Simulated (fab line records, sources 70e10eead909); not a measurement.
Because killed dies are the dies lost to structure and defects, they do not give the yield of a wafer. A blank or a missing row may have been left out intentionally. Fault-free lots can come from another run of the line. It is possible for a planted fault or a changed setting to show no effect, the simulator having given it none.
Comparing a struck lot with a sound one | flow nand-harc | 15 out of 1159 route steps
Sound: these wafers, L787.3, L787.4, L787.5. Struck: wafers L783.1, L783.2, L783.5. The cause is given at the end.
Each step with rows lists, per side, the tool, then ch with its chambers, then its first start. Under that, the readings that differ: sound wafers | struck wafers | difference of the means | sigmas: that difference in standard deviations of wafers without a fault.
alike: same words and numbers on both sides, and readings whose means sit less than 2 such deviations apart. not compared: any withheld reading, any reading some wafer has no value for, any bound like >300 that may hide the same value, and any number with overlapping values for which the record gives no deviation.
A row with sigmas, a row that says differs or no value, or rows on one side alone: a step with any of these is where the two part. Non-overlapping numbers with no deviation appear without sigmas and do not part them. Lack of a reading on every wafer of one side parts them only where that side has two or more wafers.

first, 2 steps without rows for these wafers: NHARC_THIN_TSV_PEB_10 (peb time 85 s); NHARC_THIN_TSV_DEVELOP_11 (time 70 s).
NHARC_THIN_TSV_CD_MEAS_12 targets a cd of 1000 nm.
  sound on cd-sem-03 ch 0, day 23 04:14; struck on cd-sem-01 ch 0, day 22 03:52
  alike: cd-nm
then, 2 steps without rows for these wafers: NHARC_THIN_TSV_HARDBAKE_13 (time 80 s); NHARC_THIN_TSV_DESCUM_14 (chemistry O2, time 3 s).
NHARC_THIN_TSV_ETCH_44: etches the open film in CF4/O2, target depth 1594.2 nm, time 797.1 s.
  sound on rie-diel-09 ch 0,1,2, day 23 04:29; struck on rie-diel-08 ch 0,1,2, day 22 04:14
  reading               | sound             | struck            | difference | sigmas
  oes-product-au (a.u.) | 0.993 0.992 0.985 | 1.013 1.001 0.996 | +0.013     | +2
  alike: bias-w, cf4-flow-sccm, chamber-pressure-mTorr, drypump-motor-current-A, rf-vpp-V, showerhead-plenum-p-Torr, throttle-valve-pct
  not compared: rf-hours-counter-h
then, 1 step without rows for these wafers: NHARC_THIN_TSV_ETCH_15 (target depth 3000 nm, bosch target overetch cycles 2, bosch etch step 2.8 s).
NHARC_THIN_TSV_CD_MEAS_16:
  sound: cd-sem-03 at day 23 05:13; struck: cd-sem-02 at day 22 04:50
  alike: cd-nm
NHARC_THIN_TSV_STRIP_45: strips in O2.
  sound on plasma-asher-02 ch 0,1, day 23 05:22; struck on plasma-asher-01 ch 0,1, day 22 04:54
  alike: drypump-motor-current-A, heater-power-w
  not compared: rf-hours-counter-h
then, 1 step without rows for these wafers: NHARC_THIN_TSV_STRIP_46 (strips in post etch residue remover, time 1200 s).
NHARC_THIN_TSV_DEP_47: deposits SiO2, target thk 200 nm.
  sound on pecvd-04 ch 1,2, day 23 06:07; struck on pecvd-04 ch 1,2, day 22 05:47
  alike: throttle-valve-pct
NHARC_THIN_TSV_ETCHBACK_48: etches the open film in C4F8/Ar, target depth 1028.5 nm, time 405.17 s.
  sound on rie-diel-06 ch 0,1,2, day 23 06:28; struck on rie-diel-09 ch 0,1,3, day 22 06:16
  alike: bias-w, chamber-pressure-mTorr, oes-product-au, rf-vpp-V
  not compared: rf-hours-counter-h
NHARC_THIN_TSV_STRIP_62: strips in N2/H2, time 20 s.
  sound on plasma-asher-02 ch 0,1, day 23 06:53; struck on plasma-asher-02 ch 0,1, day 22 06:33
  no value came back on the struck wafers for drypump-motor-current-A (A), heater-power-w (W); on the sound wafers drypump-motor-current-A (A) reads 5.98 6.37 5.97
  not compared: rf-hours-counter-h
NHARC_THIN_TSV_DEGAS_49: time 120 s.
  sound: pvd-sputter-03 at day 23 07:02; struck: pvd-sputter-03 at day 22 06:44
  alike: heater-power-w
NHARC_END_SORT_01:
  only the struck wafers appear in the record here, on prober-02 ch 0 at day 22 22:04; the sound ones have no rows

## WHERE THEY PART
Last at NHARC_END_SORT_01 as far as this record goes, first at NHARC_THIN_TSV_ETCH_44.

WHY: what the simulator had put in
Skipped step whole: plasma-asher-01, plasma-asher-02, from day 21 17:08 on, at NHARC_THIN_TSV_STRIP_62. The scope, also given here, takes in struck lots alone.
